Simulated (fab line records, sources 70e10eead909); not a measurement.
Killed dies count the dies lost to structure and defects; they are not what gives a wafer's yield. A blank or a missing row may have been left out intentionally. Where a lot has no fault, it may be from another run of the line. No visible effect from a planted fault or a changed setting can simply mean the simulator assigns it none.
Matching of chambers :: flow nandHarc :: NHARC_A_STAIRCASE_ETCH_313 on rieDiel-11 has 4 sister chambers
The step etches the open film in CF4/CHF3. 4 wafers are shown with their chamber, then 8 later ones without.

== WAFERS WITH THEIR CHAMBER ==
wafer: L929.4
chamber: 0
showerheadPlenumPTorr (Torr): 1.58

wafer: L934.5
chamber: 1
showerheadPlenumPTorr (Torr): 1.55

wafer: L934.6
chamber: 2
showerheadPlenumPTorr (Torr): 1.47

wafer: L937.4
chamber: 3
showerheadPlenumPTorr (Torr): 1.68

== WAFERS WITH NO CHAMBER GIVEN ==
wafer: L937.5
showerheadPlenumPTorr (Torr): 1.68

wafer: L937.6
showerheadPlenumPTorr (Torr): 1.46

wafer: L946.4
showerheadPlenumPTorr (Torr): 1.57

wafer: L946.5
showerheadPlenumPTorr (Torr): 1.46

wafer: L946.6
showerheadPlenumPTorr (Torr): 1.67

wafer: L948.3
showerheadPlenumPTorr (Torr): 1.57

wafer: L948.4
showerheadPlenumPTorr (Torr): 1.46

wafer: L948.5
showerheadPlenumPTorr (Torr): 1.46

== CHAMBER TAKEN BY EACH ==
wafer: L937.5
from the rows above: 3
in truth: 3

wafer: L937.6
from the rows above: 2
in truth: 2

wafer: L946.4
from the rows above: can't be placed: 0 or 1
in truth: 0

wafer: L946.5
from the rows above: 2
in truth: 2

wafer: L946.6
from the rows above: 3
in truth: 3

wafer: L948.3
from the rows above: can't be placed: 0 or 1
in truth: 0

wafer: L948.4
from the rows above: 2
in truth: 2

wafer: L948.5
from the rows above: 2
in truth: 2
Placed correctly: 6 of 8. These rows do not allow placing 2 (true chamber among the candidates in 2). Placed wrongly: 0.
How it was worked out, from the rows above alone: a wafer's distance from a chamber is the root of the sum, over the readings, of the square of ((its reading less the chamber's mean) divided by the reading's scatter). If the next closest chamber is less than 2 further off than the closest, the wafer can't be placed; otherwise it belongs to the closest. The mean given for a chamber averages the wafers shown for that chamber. The scatter (one wafer shown for each chamber): square how far every hidden wafer sits from the nearest shown wafer, average those squares and take the square root.
